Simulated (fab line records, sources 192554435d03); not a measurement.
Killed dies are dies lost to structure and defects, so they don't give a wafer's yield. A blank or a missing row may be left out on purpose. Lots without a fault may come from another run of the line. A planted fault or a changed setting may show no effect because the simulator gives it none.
Problem report in the 8D (eight disciplines) form, filled by code | flow n5_finfet | the parts of the form that need people (team, actions taken, sign-off) are left out

1. THE PROBLEM
bias_w at N5_PASSIVATION_ETCH_15 reads a mean of 90.45 W on 3 wafers of 2 lots; wafers without a fault read 69.97 W with a standard deviation of 0.21. That is +98 standard deviations from the usual mean.
The step: etches SiCN in CF4/N2, target depth 75 nm, time 81.2 s.
First seen on wafer L704.1, day 14 12:06, on rie_diel-05. The record holds 32 wafers of 11 lots with a number at this step. Rule for "out", or "out of limits": more than 4 standard deviations from the usual mean. The other wafers with a number count as sound.

2. WHAT IT IS AND WHAT IT IS NOT
question                    | is                     | is not
which readings at this step | bias_w, rf_vpp_V       | drypump_motor_current_A, oes_product_au, showerhead_plenum_p_Torr, throttle_valve_pct
which lots                  | L704, L707             | L698, L699, L702, L703, L714, L716, L717, L718, L719
which wafers of those lots  | L704.1, L704.5, L707.5 | L704.3, L707.3, L707.6
read on which tools         | rie_diel-05            | rie_diel-02, rie_diel-04
when                        | from day 14 12:06      | up to then (13 sound wafers); but 16 sound wafers of L707, L714, L716, L717, L718, L719 came after

3. SUSPECTS, AND WHAT RULES EACH OUT
Counting: a tool at a process step up to the reading stays a suspect if it ran every lot that is out. Sound lots after the first of them don't rule it out here, since some wafers of a struck lot are sound.
- rie_diel-03 at N5_MIM_TOP_LITHO_DESCUM_10 (chemistry O2, time 7.9 s): kept. It ran every lot that is out, first L704 (day 14 08:05); its last sound lot up to then is L703 (day 14 07:49).
- rie_diel-05 at N5_PASSIVATION_ETCH_15 (etches SiCN in CF4/N2, target depth 75 nm, time 81.2 s): kept. It ran every lot that is out, first L704 (day 14 12:06); its last sound lot up to then is L702 (day 14 03:32). Its own readings are out on those wafers: bias_w, rf_vpp_V.
- Within rie_diel-05 at N5_PASSIVATION_ETCH_15: the wafers that are out ran in chamber 0; their sound lot-mates ran in chambers 1, 2, 3.
Left after counting: rie_diel-03 at N5_MIM_TOP_LITHO_DESCUM_10, rie_diel-05 at N5_PASSIVATION_ETCH_15.

4. THE CAUSE (what the simulator had put in)
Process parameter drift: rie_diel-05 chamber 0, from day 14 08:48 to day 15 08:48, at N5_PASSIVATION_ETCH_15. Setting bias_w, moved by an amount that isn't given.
Counting left 2 suspects, and this tool is among them.

5. THE CHAIN OF EFFECTS, in route order
Each row: a reading whose mean over the struck wafers that have a number lies more than 3 standard deviations from the usual. Only readings for which the record gives a usual standard deviation are gone through. hours: the time from each lot's start at the first step in this table that gives one to its start at this step, as a median over the lots. sigmas: the change in usual standard deviations.
hours | step                   | reading  | usual   | on struck wafers | change | sigmas
0     | N5_PASSIVATION_ETCH_15 | bias_w   | 69.97 W | 90.45            | +20.48 | +98
0     | N5_PASSIVATION_ETCH_15 | rf_vpp_V | 382.6 V | 450.3            | +67.7  | +48
The process steps in it:
- N5_PASSIVATION_ETCH_15: etches SiCN in CF4/N2, target depth 75 nm, time 81.2 s.

6. WHAT WOULD HAVE CAUGHT IT SOONER
In this record the first reading out of limits was taken at day 14 12:06, 3 hours after the fault began at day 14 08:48.
